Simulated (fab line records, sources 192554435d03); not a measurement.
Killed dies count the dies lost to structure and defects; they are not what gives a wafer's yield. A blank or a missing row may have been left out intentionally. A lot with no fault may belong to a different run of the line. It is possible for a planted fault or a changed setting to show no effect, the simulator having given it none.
Which of the tools did it? | flow n5_finfet | 24 lots, 72 wafers sampled, at 6 steps of a route of 1938

== WHAT EACH GAUGE READ, for each wafer ==
N5_BEOL_M1_RS_MEAS_58: measurement is done with a four-point probe. Usual: M1_RS 0.66 ohm/sq, standard deviation 0.034.
lot  | measured     | on            | M1_RS (ohm/sq) | flag
L074 | day 6 10:22  | film_metro-01 | 0.62 0.60 0.63 |
L075 | day 6 17:36  | film_metro-01 | 0.66 0.60 0.65 |
L076 | day 7 02:36  | film_metro-02 | 0.61 0.67 0.61 |
L077 | day 7 05:46  | film_metro-02 | 0.62 0.63 0.62 |
L078 | day 7 11:58  | film_metro-01 | 0.69 0.66 0.66 |
L079 | day 8 13:52  | film_metro-02 | 0.65 0.61 0.63 |
L081 | day 8 21:30  | film_metro-02 | 0.68 0.63 0.66 |
L082 | day 8 21:47  | film_metro-02 | 0.65 0.64 0.63 |
L080 | day 9 00:25  | film_metro-01 | 0.65 0.61 0.60 |
L085 | day 9 00:43  | film_metro-01 | 0.66 0.68 0.65 |
L083 | day 9 04:20  | film_metro-02 | 0.70 0.65 0.63 |
L084 | day 9 13:03  | film_metro-02 | 0.65 0.66 0.64 |
L086 | day 9 14:36  | film_metro-01 | 0.64 0.61 0.63 |
L087 | day 9 15:28  | film_metro-01 | 0.65 0.68 0.74 |
L088 | day 10 01:04 | film_metro-02 | 0.65 0.71 0.66 |
L089 | day 10 09:22 | film_metro-02 | 0.74 0.69 0.59 |
L090 | day 10 21:21 | film_metro-02 | 0.73 0.66 0.68 |
L092 | day 11 01:09 | film_metro-01 | 0.65 0.63 0.65 |
L091 | day 11 04:53 | film_metro-01 | 0.63 0.66 0.65 |
L093 | day 11 06:11 | film_metro-01 | 0.65 0.68 0.65 |
L094 | day 11 22:32 | film_metro-01 | 0.63 0.59 0.65 |
L095 | day 12 06:17 | film_metro-02 | 0.70 0.72 0.68 |
L097 | day 12 10:27 | film_metro-02 | 0.64 0.66 0.63 |
L096 | day 12 14:32 | film_metro-01 | 0.69 0.70 0.63 |

N5_BEOL_M2_INSPECT_59: inspects for defects (darkfield). Usual: 68 for raw_defect_count, sd 20.
lot  | measured     | on                | raw_defect_count | flag
L074 | day 7 00:53  | defect_inspect-02 | 62 113 71        |
L075 | day 7 05:51  | defect_inspect-01 | 92 70 62         |
L076 | day 7 09:02  | defect_inspect-02 | 84 69 45         |
L077 | day 7 12:27  | defect_inspect-02 | 118 98 49        |
L078 | day 8 13:43  | defect_inspect-01 | 61 56 55         |
L079 | day 9 01:36  | defect_inspect-02 | 53 74 59         |
L081 | day 9 11:17  | defect_inspect-02 | 51 70 60         |
L082 | day 9 11:32  | defect_inspect-02 | 36 48 48         |
L080 | day 9 11:05  | defect_inspect-02 | 54 56 69         |
L085 | day 9 17:46  | defect_inspect-02 | 62 56 53         |
L083 | day 9 18:26  | defect_inspect-02 | 110 64 50        |
L084 | day 9 21:47  | defect_inspect-01 | 118 63 63        |
L086 | day 10 03:02 | defect_inspect-02 | 59 90 71         |
L087 | day 10 01:13 | defect_inspect-01 | 39 54 56         |
L088 | day 10 17:34 | defect_inspect-01 | 70 54 87         |
L089 | day 11 02:20 | defect_inspect-02 | 78 45 40         |
L090 | day 11 09:43 | defect_inspect-01 | 50 49 53         |
L092 | day 11 13:50 | defect_inspect-02 | 80 64 43         |
L091 | day 11 21:59 | defect_inspect-01 | 78 74 69         |
L093 | day 11 18:26 | defect_inspect-01 | 63 56 64         |
L094 | day 12 10:42 | defect_inspect-01 | 110 70 96        |
L095 | day 12 14:08 | defect_inspect-01 | 41 49 55         |
L097 | day 12 18:05 | defect_inspect-02 | 113 93 83        |
L096 | day 13 00:22 | defect_inspect-01 | 55 38 74         |

N5_BEOL_M3_THK_MEAS_01. Usual: M3_ILD_THK 78.8 nm, standard deviation 1.
lot  | measured     | on            | M3_ILD_THK (nm) | flag
L074 | day 7 00:59  | film_metro-01 | 79.1 79.5 77.9  |
L075 | day 7 05:59  | film_metro-01 | 76.3 80.3 77.7  |
L076 | day 7 09:08  | film_metro-01 | 77.9 78.0 78.6  |
L077 | day 7 12:35  | film_metro-01 | 78.9 77.3 80.5  |
L078 | day 8 13:49  | film_metro-01 | 78.1 79.9 80.7  |
L079 | day 9 01:42  | film_metro-01 | 78.8 78.9 79.3  |
L081 | day 9 11:23  | film_metro-02 | 78.5 80.5 79.0  |
L082 | day 9 11:40  | film_metro-01 | 77.5 78.7 78.7  |
L080 | day 9 11:12  | film_metro-02 | 77.9 78.3 78.3  |
L085 | day 9 17:52  | film_metro-02 | 78.4 78.9 79.5  |
L083 | day 9 18:32  | film_metro-02 | 76.9 77.3 78.9  |
L084 | day 9 21:55  | film_metro-01 | 77.1 78.1 79.0  |
L086 | day 10 03:10 | film_metro-02 | 79.3 79.0 78.3  |
L087 | day 10 01:19 | film_metro-02 | 79.0 80.0 80.8  |
L088 | day 10 17:40 | film_metro-02 | 78.3 79.3 79.0  |
L089 | day 11 02:27 | film_metro-02 | 78.8 78.9 79.9  |
L090 | day 11 09:49 | film_metro-02 | 80.2 80.8 80.5  |
L092 | day 11 13:56 | film_metro-01 | 78.0 79.2 76.9  |
L091 | day 11 22:05 | film_metro-02 | 77.9 78.5 77.6  |
L093 | day 11 18:32 | film_metro-02 | 77.5 77.8 78.5  |
L094 | day 12 10:49 | film_metro-01 | 79.4 80.5 79.5  |
L095 | day 12 14:14 | film_metro-02 | 78.0 77.3 78.6  |
L097 | day 12 18:11 | film_metro-02 | 78.3 78.9 79.6  |
L096 | day 13 00:28 | film_metro-01 | 77.5 77.2 78.5  |

== EACH LOT AND THE TOOL THAT RAN IT (in order: tool; ch and the chambers of the sampled wafers; start) ==
lot  | N5_BEOL_M1_ANNEAL_93         | N5_BEOL_M2_STRIP_19                | N5_BEOL_M2_STRIP_36
L074 | pvd_sputter-03, day 6 08:52  | rie_diel-02 ch 0,2,3, day 6 12:35  | rie_diel-02 ch 0,3, day 6 20:49
L075 | pvd_sputter-01, day 6 16:11  | rie_diel-02 ch 2,3, day 6 19:51    | rie_diel-02 ch 1,2,3, day 7 01:25
L076 | pvd_sputter-01, day 7 01:09  | rie_diel-02 ch 1,2, day 7 03:43    | rie_diel-06 ch 2,3, day 7 04:49
L077 | pvd_sputter-01, day 7 04:21  | rie_diel-02 ch 0,1, day 7 06:53    | rie_diel-03 ch 0,1,3, day 7 07:59
L078 | pvd_sputter-02, day 7 10:33  | rie_diel-03 ch 1,2,3, day 7 13:22  | rie_diel-02 ch 0,1,2, day 8 07:58
L079 | pvd_sputter-02, day 8 12:26  | rie_diel-06 ch 1,2, day 8 14:59    | rie_diel-06 ch 1,2,3, day 8 21:04
L081 | pvd_sputter-02, day 8 19:49  | rie_diel-03 ch 0,3, day 8 22:36    | rie_diel-03 ch 0,1, day 9 06:56
L082 | pvd_sputter-01, day 8 20:23  | rie_diel-02 ch 0,2,3, day 9 00:47  | rie_diel-06 ch 0,1, day 9 06:58
L080 | pvd_sputter-02, day 8 22:44  | rie_diel-06 ch 0,2,3, day 9 01:38  | rie_diel-02 ch 0,2,3, day 9 06:37
L085 | pvd_sputter-01, day 8 23:18  | rie_diel-02 ch 0,2,3, day 9 06:48  | rie_diel-06 ch 0,1,2, day 9 13:15
L083 | pvd_sputter-03, day 9 02:52  | rie_diel-03 ch 0,1,3, day 9 07:46  | rie_diel-06 ch 0,1,3, day 9 13:37
L084 | pvd_sputter-01, day 9 11:38  | rie_diel-03 ch 1,2, day 9 15:13    | rie_diel-03 ch 0,1,2, day 9 16:58
L086 | pvd_sputter-03, day 9 13:10  | rie_diel-03 ch 2,3, day 9 18:10    | rie_diel-03 ch 1,3, day 9 20:44
L087 | pvd_sputter-01, day 9 13:29  | rie_diel-02 ch 0,1,2, day 9 18:30  | rie_diel-02 ch 1,3, day 9 20:43
L088 | pvd_sputter-02, day 9 23:39  | rie_diel-06 ch 0,1,2, day 10 02:19 | rie_diel-03 ch 0,3, day 10 12:59
L089 | pvd_sputter-02, day 10 07:57 | rie_diel-03 ch 0,3, day 10 11:13   | rie_diel-06 ch 1,2, day 10 21:08
L090 | pvd_sputter-01, day 10 19:56 | rie_diel-02 ch 0,1,3, day 10 22:49 | rie_diel-03 ch 0,1,2, day 11 05:07
L092 | pvd_sputter-03, day 10 23:35 | rie_diel-02 ch 1,2,3, day 11 02:17 | rie_diel-03 ch 0,1,2, day 11 08:49
L091 | pvd_sputter-02, day 11 03:13 | rie_diel-03 ch 0,1,3, day 11 06:34 | rie_diel-02 ch 0,1,3, day 11 17:54
L093 | pvd_sputter-01, day 11 04:46 | rie_diel-06 ch 0,2,3, day 11 09:50 | rie_diel-03 ch 0,2,3, day 11 12:37
L094 | pvd_sputter-01, day 11 21:07 | rie_diel-03 ch 0,3, day 12 00:02   | rie_diel-03 ch 1,2,3, day 12 06:36
L095 | pvd_sputter-03, day 12 04:42 | rie_diel-02 ch 0,1,2, day 12 07:38 | rie_diel-02 ch 1,2,3, day 12 10:01
L097 | pvd_sputter-02, day 12 09:00 | rie_diel-02 ch 0,1,3, day 12 11:59 | rie_diel-06 ch 0,1, day 12 13:53
L096 | pvd_sputter-01, day 12 13:08 | rie_diel-06 ch 0,1,3, day 12 15:47 | rie_diel-02 ch 0,1,3, day 12 19:57
- N5_BEOL_M1_ANNEAL_93: time 240 s.
- N5_BEOL_M2_STRIP_19: strips in O2.
- N5_BEOL_M2_STRIP_36: strips in N2/H2.

== AS READ BY THE TOOLS THEMSELVES (means over the sampled wafers that have a number; for cases with no such wafer, the mark the record gives instead) ==
N5_BEOL_M1_ANNEAL_93. Usual: heater_power_w 857 W, standard deviation 94; susceptor_temp_C 399.99 C, standard deviation 0.22.
lot  | tool           | heater_power_w (W) | susceptor_temp_C (C) | flag
L074 | pvd_sputter-03 | 800                | 399.82               |
L075 | pvd_sputter-01 | 827                | 400.00               |
L076 | pvd_sputter-01 | 895                | 399.86               |
L077 | pvd_sputter-01 | 906                | 399.99               |
L078 | pvd_sputter-02 | 930                | 399.88               |
L079 | pvd_sputter-02 | 759                | 400.20               |
L081 | pvd_sputter-02 | 846                | 400.02               |
L082 | pvd_sputter-01 | 869                | 399.87               |
L080 | pvd_sputter-02 | 879                | 399.90               |
L085 | pvd_sputter-01 | 856                | 399.79               |
L083 | pvd_sputter-03 | 840                | 400.01               |
L084 | pvd_sputter-01 | 878                | 400.00               |
L086 | pvd_sputter-03 | 863                | 400.16               |
L087 | pvd_sputter-01 | 881                | 400.43               |
L088 | pvd_sputter-02 | 876                | 400.12               |
L089 | pvd_sputter-02 | 863                | 400.07               |
L090 | pvd_sputter-01 | 852                | 399.87               |
L092 | pvd_sputter-03 | 852                | 400.05               |
L091 | pvd_sputter-02 | 786                | 400.04               |
L093 | pvd_sputter-01 | 867                | 399.95               |
L094 | pvd_sputter-01 | 865                | 399.93               |
L095 | pvd_sputter-03 | 800                | 400.10               |
L097 | pvd_sputter-02 | 722                | 400.07               |
L096 | pvd_sputter-01 | 871                | 399.97               |

N5_BEOL_M2_STRIP_19. Usual: drypump_motor_current_A 5.5 A, standard deviation 0.45; oes_product_au 0.81 a.u., standard deviation 0.062; rf_vpp_V 3.7 V, standard deviation 0.47; showerhead_plenum_p_Torr 2.10 Torr, standard deviation 0.064; throttle_valve_pct 16.62 %, standard deviation 0.22.
lot  | tool        | drypump_motor_current_A (A) | oes_product_au (a.u.) | rf_vpp_V (V) | showerhead_plenum_p_Torr (Torr) | throttle_valve_pct (%) | flag
L074 | rie_diel-02 | 5.3                         | 0.82                  | 3.9          | 2.11                            | 16.76                  |
L075 | rie_diel-02 | 5.3                         | 0.84                  | 3.9          | 2.16                            | 16.79                  |
L076 | rie_diel-02 | 5.1                         | 0.91                  | 3.8          | 2.05                            | 16.69                  |
L077 | rie_diel-02 | 5.3                         | 0.77                  | 3.1          | 2.07                            | 16.70                  |
L078 | rie_diel-03 | 5.9                         | 0.86                  | 4.2          | 2.13                            | 16.35                  |
L079 | rie_diel-06 | 5.0                         | 0.76                  | 3.2          | 2.03                            | 16.83                  |
L081 | rie_diel-03 | 5.8                         | 0.78                  | 4.1          | 2.13                            | 16.35                  |
L082 | rie_diel-02 | 5.3                         | 0.80                  | 3.4          | 2.11                            | 16.79                  |
L080 | rie_diel-06 | 6.1                         | 0.81                  | 3.6          | 2.06                            | 16.68                  |
L085 | rie_diel-02 | 5.3                         | 0.79                  | 3.5          | 2.11                            | 16.80                  |
L083 | rie_diel-03 | 5.8                         | 0.82                  | 4.1          | 2.15                            | 16.36                  |
L084 | rie_diel-03 | 5.8                         | 0.87                  | 3.9          | 2.13                            | 16.33                  |
L086 | rie_diel-03 | 5.7                         | 0.82                  | 3.9          | 2.12                            | 16.31                  |
L087 | rie_diel-02 | 5.2                         | 0.81                  | 3.4          | 2.05                            | 16.73                  |
L088 | rie_diel-06 | 5.5                         | 0.79                  | 3.3          | 2.03                            | 16.75                  |
L089 | rie_diel-03 | 5.8                         | 0.77                  | 3.5          | 2.13                            | 16.37                  |
L090 | rie_diel-02 | 5.3                         | 0.77                  | 3.8          | 2.10                            | 16.77                  |
L092 | rie_diel-02 | 5.2                         | 0.82                  | 3.4          | 2.09                            | 16.78                  |
L091 | rie_diel-03 | 5.9                         | 0.80                  | 3.2          | 2.14                            | 16.38                  |
L093 | rie_diel-06 | 6.1                         | 0.79                  | 3.7          | 2.05                            | 16.73                  |
L094 | rie_diel-03 | 5.8                         | 0.76                  | 3.3          | 2.12                            | 16.39                  |
L095 | rie_diel-02 | 5.2                         | 0.79                  | 3.3          | 2.05                            | 16.78                  |
L097 | rie_diel-02 | 5.3                         | 0.75                  | 3.9          | 2.10                            | 16.80                  |
L096 | rie_diel-06 | 5.9                         | 0.76                  | 3.6          | 2.05                            | 16.86                  |

N5_BEOL_M2_STRIP_36. Usual: drypump_motor_current_A 5.6 A, standard deviation 0.47; oes_product_au 0.81 a.u., standard deviation 0.056; rf_vpp_V 59.4 V, standard deviation 1.6; showerhead_plenum_p_Torr 2.54 Torr, standard deviation 0.078; throttle_valve_pct 23.5 %, standard deviation 0.37.
lot  | tool        | drypump_motor_current_A (A) | oes_product_au (a.u.) | rf_vpp_V (V) | showerhead_plenum_p_Torr (Torr) | throttle_valve_pct (%) | flag
L074 | rie_diel-02 | 5.4                         | 0.77                  | 60.1         | 2.61                            | 23.6                   |
L075 | rie_diel-02 | 5.2                         | 0.86                  | 59.1         | 2.55                            | 23.8                   |
L076 | rie_diel-06 | 5.8                         | 0.82                  | 57.9         | 2.50                            | 23.5                   |
L077 | rie_diel-03 | 5.8                         | 0.84                  | 58.4         | 2.60                            | 23.3                   |
L078 | rie_diel-02 | 5.2                         | 0.82                  | 59.8         | 2.50                            | 23.9                   |
L079 | rie_diel-06 | 5.7                         | 0.78                  | 60.5         | 2.48                            | 23.7                   |
L081 | rie_diel-03 | 5.9                         | 0.86                  | 61.0         | 2.62                            | 23.2                   |
L082 | rie_diel-06 | 5.3                         | 0.77                  | 59.9         | 2.43                            | 23.6                   |
L080 | rie_diel-02 | 5.3                         | 0.79                  | 59.9         | 2.55                            | 23.8                   |
L085 | rie_diel-06 | 5.5                         | 0.79                  | 58.4         | 2.44                            | 23.5                   |
L083 | rie_diel-06 | 5.9                         | 0.80                  | 59.2         | 2.48                            | 23.7                   |
L084 | rie_diel-03 | 5.7                         | 0.85                  | 60.2         | 2.61                            | 23.1                   |
L086 | rie_diel-03 | 6.0                         | 0.79                  | 58.7         | 2.55                            | 23.6                   |
L087 | rie_diel-02 | 5.3                         | 0.79                  | 59.7         | 2.59                            | 23.5                   |
L088 | rie_diel-03 | 5.6                         | 0.79                  | 60.7         | 2.62                            | 23.2                   |
L089 | rie_diel-06 | 5.2                         | 0.76                  | 60.3         | 2.43                            | 23.4                   |
L090 | rie_diel-03 | 5.7                         | 0.84                  | 59.9         | 2.61                            | 23.1                   |
L092 | rie_diel-03 | 5.7                         | 0.84                  | 60.5         | 2.61                            | 23.1                   |
L091 | rie_diel-02 | 5.3                         | 0.76                  | 58.5         | 2.54                            | 23.7                   |
L093 | rie_diel-03 | 5.7                         | 0.80                  | 60.1         | 2.59                            | 23.2                   |
L094 | rie_diel-03 | 5.9                         | 0.81                  | 58.8         | 2.56                            | 23.4                   |
L095 | rie_diel-02 | 5.2                         | 0.81                  | 59.6         | 2.53                            | 23.8                   |
L097 | rie_diel-06 | 5.3                         | 0.74                  | 58.4         | 2.42                            | 23.6                   |
L096 | rie_diel-02 | 5.3                         | 0.76                  | 58.2         | 2.54                            | 23.7                   |

== THE ANSWER, worked out from the rows above alone ==
Rule: lot off if the mean of its wafers having a number is beyond 3 standard deviations from the usual mean. A lot without any number at a reading at which 4 lots or more have one is off too. Any other lot the step has rows for is counted as sound. Order of review: gauges by route order, followed by the tools' own readings, for which a lot's mean as printed above is used. At the first step where some lot is off, the reading lying furthest off is the one used; lots without a number count as furthest.
Across all readings shown, no lot is off: no conclusion can be drawn from this.

== WHAT THE SIMULATOR PUT IN ==
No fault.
